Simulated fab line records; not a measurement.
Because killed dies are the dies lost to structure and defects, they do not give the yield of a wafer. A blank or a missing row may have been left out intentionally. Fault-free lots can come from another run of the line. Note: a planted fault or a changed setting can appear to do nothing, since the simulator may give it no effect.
Split-lot experiment :: flow n5Finfet :: on a route of 1938 steps: 7 lots, 39 wafers read

== THE SPLIT ==
At N5_BEOL_M6_ETCH_62 (etches SOC in N2/H2, target depth 110 nm, overetch 22 nm, time 165 s), the setting timeS was moved away from the recipe's 165 s on 9 of the 39 wafers read, by -27.3% to +50.9%. All remaining wafers had this setting at the recipe value.

The reading comes from the split's own step.

== THE READING ==
SiARC_of_BEOL_M6_COAT_60.thkNm (the simulator's own value, which no gauge read), in nm, at N5_BEOL_M6_ETCH_62 (etches SOC in N2/H2, target depth 110 nm, overetch 22 nm, time 165 s). No usual value for it is given in the file. Average 28.4 nm, standard deviation 0.27 nm, over the 30 wafers here run with the recipe.

wafer: L074.1
tool, chamber at the split: rieDiel-02, 1
timeS as run, s: 165
against the recipe: recipe
SiARC_of_BEOL_M6_COAT_60.thkNm, nm: 28.6
against lot-mates on the recipe: -

wafer: L074.5
tool, chamber at the split: rieDiel-02, 1
timeS as run, s: 165
against the recipe: recipe
SiARC_of_BEOL_M6_COAT_60.thkNm, nm: 28.6
against lot-mates on the recipe: -

wafer: L074.2
tool, chamber at the split: rieDiel-02, 3
timeS as run, s: 165
against the recipe: recipe
SiARC_of_BEOL_M6_COAT_60.thkNm, nm: 28.2
against lot-mates on the recipe: -

wafer: L074.3
tool, chamber at the split: rieDiel-02, 0
timeS as run, s: 165
against the recipe: recipe
SiARC_of_BEOL_M6_COAT_60.thkNm, nm: 28
against lot-mates on the recipe: -

wafer: L074.4
tool, chamber at the split: rieDiel-02, 0
timeS as run, s: 165
against the recipe: recipe
SiARC_of_BEOL_M6_COAT_60.thkNm, nm: 28
against lot-mates on the recipe: -

wafer: L074.6
tool, chamber at the split: rieDiel-02, 3
timeS as run, s: 165
against the recipe: recipe
SiARC_of_BEOL_M6_COAT_60.thkNm, nm: 28.4
against lot-mates on the recipe: -

wafer: L080.1
tool, chamber at the split: rieDiel-02, 2,0,2
timeS as run, s: 165
against the recipe: recipe
SiARC_of_BEOL_M6_COAT_60.thkNm, nm: 28.2
against lot-mates on the recipe: -

wafer: L080.2
tool, chamber at the split: rieDiel-02, 2,0,2
timeS as run, s: 165
against the recipe: recipe
SiARC_of_BEOL_M6_COAT_60.thkNm, nm: 28.2
against lot-mates on the recipe: -

wafer: L080.6
tool, chamber at the split: rieDiel-02, 2,0,2
timeS as run, s: 165
against the recipe: recipe
SiARC_of_BEOL_M6_COAT_60.thkNm, nm: 28.2
against lot-mates on the recipe: -

wafer: L080.3
tool, chamber at the split: rieDiel-02, 1
timeS as run, s: 165
against the recipe: recipe
SiARC_of_BEOL_M6_COAT_60.thkNm, nm: 28.8
against lot-mates on the recipe: -

wafer: L080.4
tool, chamber at the split: rieDiel-02, 3
timeS as run, s: 165
against the recipe: recipe
SiARC_of_BEOL_M6_COAT_60.thkNm, nm: 28.6
against lot-mates on the recipe: -

wafer: L080.5
tool, chamber at the split: rieDiel-02, 3
timeS as run, s: 165
against the recipe: recipe
SiARC_of_BEOL_M6_COAT_60.thkNm, nm: 28.6
against lot-mates on the recipe: -

wafer: L075.1
tool, chamber at the split: rieDiel-06, 1,3,0
timeS as run, s: 165
against the recipe: recipe
SiARC_of_BEOL_M6_COAT_60.thkNm, nm: 28.4
against lot-mates on the recipe: -

wafer: L075.3
tool, chamber at the split: rieDiel-06, 1,3,0
timeS as run, s: 165
against the recipe: recipe
SiARC_of_BEOL_M6_COAT_60.thkNm, nm: 28.4
against lot-mates on the recipe: -

wafer: L075.6
tool, chamber at the split: rieDiel-06, 1,3,0
timeS as run, s: 165
against the recipe: recipe
SiARC_of_BEOL_M6_COAT_60.thkNm, nm: 28.4
against lot-mates on the recipe: -

wafer: L075.2
tool, chamber at the split: rieDiel-06, 2
timeS as run, s: 249
against the recipe: +50.9%
SiARC_of_BEOL_M6_COAT_60.thkNm, nm: 25.2
against lot-mates on the recipe: -3.2

wafer: L075.4
tool, chamber at the split: rieDiel-06, 0
timeS as run, s: 249
against the recipe: +50.9%
SiARC_of_BEOL_M6_COAT_60.thkNm, nm: 24.8
against lot-mates on the recipe: -3.6

wafer: L075.5
tool, chamber at the split: rieDiel-06, 1
timeS as run, s: 249
against the recipe: +50.9%
SiARC_of_BEOL_M6_COAT_60.thkNm, nm: 25
against lot-mates on the recipe: -3.4

wafer: L083.1
tool, chamber at the split: rieDiel-02, 2
timeS as run, s: 165
against the recipe: recipe
SiARC_of_BEOL_M6_COAT_60.thkNm, nm: 28
against lot-mates on the recipe: -

wafer: L083.2
tool, chamber at the split: rieDiel-02, 1
timeS as run, s: 165
against the recipe: recipe
SiARC_of_BEOL_M6_COAT_60.thkNm, nm: 28.8
against lot-mates on the recipe: -

wafer: L083.5
tool, chamber at the split: rieDiel-02, 1
timeS as run, s: 165
against the recipe: recipe
SiARC_of_BEOL_M6_COAT_60.thkNm, nm: 28.8
against lot-mates on the recipe: -

wafer: L083.3
tool, chamber at the split: rieDiel-02, 3
timeS as run, s: 165
against the recipe: recipe
SiARC_of_BEOL_M6_COAT_60.thkNm, nm: 28.6
against lot-mates on the recipe: -

wafer: L083.4
tool, chamber at the split: rieDiel-02, 0,2
timeS as run, s: 165
against the recipe: recipe
SiARC_of_BEOL_M6_COAT_60.thkNm, nm: 28.2
against lot-mates on the recipe: -

wafer: L083.6
tool, chamber at the split: rieDiel-02, 0,2
timeS as run, s: 165
against the recipe: recipe
SiARC_of_BEOL_M6_COAT_60.thkNm, nm: 28.2
against lot-mates on the recipe: -

wafer: L084.1
tool, chamber at the split: rieDiel-03, 0
timeS as run, s: 119.9
against the recipe: -27.3%
SiARC_of_BEOL_M6_COAT_60.thkNm, nm: 30.2
against lot-mates on the recipe: +1.7

wafer: L084.2
tool, chamber at the split: rieDiel-03, 3
timeS as run, s: 165
against the recipe: recipe
SiARC_of_BEOL_M6_COAT_60.thkNm, nm: 28.4
against lot-mates on the recipe: -

wafer: L084.3
tool, chamber at the split: rieDiel-03, 1
timeS as run, s: 119.9
against the recipe: -27.3%
SiARC_of_BEOL_M6_COAT_60.thkNm, nm: 30
against lot-mates on the recipe: +1.5

wafer: L084.4
tool, chamber at the split: rieDiel-03, 2
timeS as run, s: 119.9
against the recipe: -27.3%
SiARC_of_BEOL_M6_COAT_60.thkNm, nm: 30.6
against lot-mates on the recipe: +2.1

wafer: L084.5
tool, chamber at the split: rieDiel-03, 2
timeS as run, s: 165
against the recipe: recipe
SiARC_of_BEOL_M6_COAT_60.thkNm, nm: 29
against lot-mates on the recipe: -

wafer: L084.6
tool, chamber at the split: rieDiel-03, 1
timeS as run, s: 165
against the recipe: recipe
SiARC_of_BEOL_M6_COAT_60.thkNm, nm: 28.2
against lot-mates on the recipe: -

wafer: L088.3
tool, chamber at the split: rieDiel-02, 3
timeS as run, s: 165
against the recipe: recipe
SiARC_of_BEOL_M6_COAT_60.thkNm, nm: 28.2
against lot-mates on the recipe: -

wafer: L088.5
tool, chamber at the split: rieDiel-02, 3
timeS as run, s: 165
against the recipe: recipe
SiARC_of_BEOL_M6_COAT_60.thkNm, nm: 28.2
against lot-mates on the recipe: -

wafer: L088.6
tool, chamber at the split: rieDiel-02, 0
timeS as run, s: 165
against the recipe: recipe
SiARC_of_BEOL_M6_COAT_60.thkNm, nm: 28
against lot-mates on the recipe: -

wafer: L096.1
tool, chamber at the split: rieDiel-03, 0,3
timeS as run, s: 217.3
against the recipe: +31.7%
SiARC_of_BEOL_M6_COAT_60.thkNm, nm: 26
against lot-mates on the recipe: -2.3

wafer: L096.5
tool, chamber at the split: rieDiel-03, 0,3
timeS as run, s: 217.3
against the recipe: +31.7%
SiARC_of_BEOL_M6_COAT_60.thkNm, nm: 26
against lot-mates on the recipe: -2.3

wafer: L096.2
tool, chamber at the split: rieDiel-03, 3
timeS as run, s: 165
against the recipe: recipe
SiARC_of_BEOL_M6_COAT_60.thkNm, nm: 28.4
against lot-mates on the recipe: -

wafer: L096.3
tool, chamber at the split: rieDiel-03, 1
timeS as run, s: 165
against the recipe: recipe
SiARC_of_BEOL_M6_COAT_60.thkNm, nm: 28
against lot-mates on the recipe: -

wafer: L096.4
tool, chamber at the split: rieDiel-03, 2
timeS as run, s: 165
against the recipe: recipe
SiARC_of_BEOL_M6_COAT_60.thkNm, nm: 28.6
against lot-mates on the recipe: -

wafer: L096.6
tool, chamber at the split: rieDiel-03, 0
timeS as run, s: 217.3
against the recipe: +31.7%
SiARC_of_BEOL_M6_COAT_60.thkNm, nm: 25.8
against lot-mates on the recipe: -2.5
The file does not say which wafer passed through which chamber wherever a row lists several chambers: such a row stands for several wafers.

FIT RESULTS
A straight line over all 39 wafers: SiARC_of_BEOL_M6_COAT_60.thkNm changes by -0.0692 nm for each +1% of timeS; r = -0.98; the points scatter about the line by 0.27 nm.
The same after taking each lot's own level away (the mean of its wafers on the recipe; 39 wafers): -0.068 nm for each +1%; r = -0.98; scatter 0.25 nm.
Per that fit: largest timeS move, reading shift of 3.5 nm.
The span of the lots' own levels, 28.13 to 28.53 nm, comes to 1.5 times the standard deviation stated above.
Consequently the slope shifts little with the lot-to-lot level, the two slopes agreeing.
Check: -3.56 nm against its lot-mates is what the line predicts for one of the wafers moved furthest among these (+50.9%) when that wafer is left out of the fit. It came out at -3.2 nm against them.

== THE OTHER SPLITS THESE WAFERS WENT THROUGH ==
Before the reading, these wafers also passed through other splits. Each is held against what the fit with the lots' levels taken away leaves over:
other split on the same wafers: N5_BEOL_M0_TRENCH_ETCH_107 targetDepthA
wafers away from the commonest value: 12
r with SiARC_of_BEOL_M6_COAT_60.thkNm (lot level and that fit taken away): -0.25

other split on the same wafers: N5_BEOL_M2_TRENCH_ETCH_37 timeS
wafers away from the commonest value: 15
r with SiARC_of_BEOL_M6_COAT_60.thkNm (lot level and that fit taken away): -0.06

== THE WHOLE CHAIN: every reading that the file lists as answering this split, in the file's order ==
step: N5_BEOL_M6_ETCH_62
what it does: etches SOC in N2/H2, target depth 110 nm, overetch 22 nm, time 165 s
reading: SiARC_of_BEOL_M6_COAT_60.thkNm (the simulator's own value, which no gauge read)
change (the file's fit): -0.0683 nm for each +1% of the setting
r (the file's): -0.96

step: N5_BEOL_M6_HM_OPEN_17
what it does: chemistry Cl2/BCl3, target TiN, target depth 20 nm, overetch 6 nm
reading: etch.depthNm (the simulator's own value, which no gauge read)
change (the file's fit): not straight: 19.86 at the lowest setting, 20.07 at the recipe, 12.71 at the highest
r (the file's): not given

== THE FILE'S OWN FIT ==
SiARC_of_BEOL_M6_COAT_60.thkNm changes by -0.0683 nm for each +1% of timeS, r = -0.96.
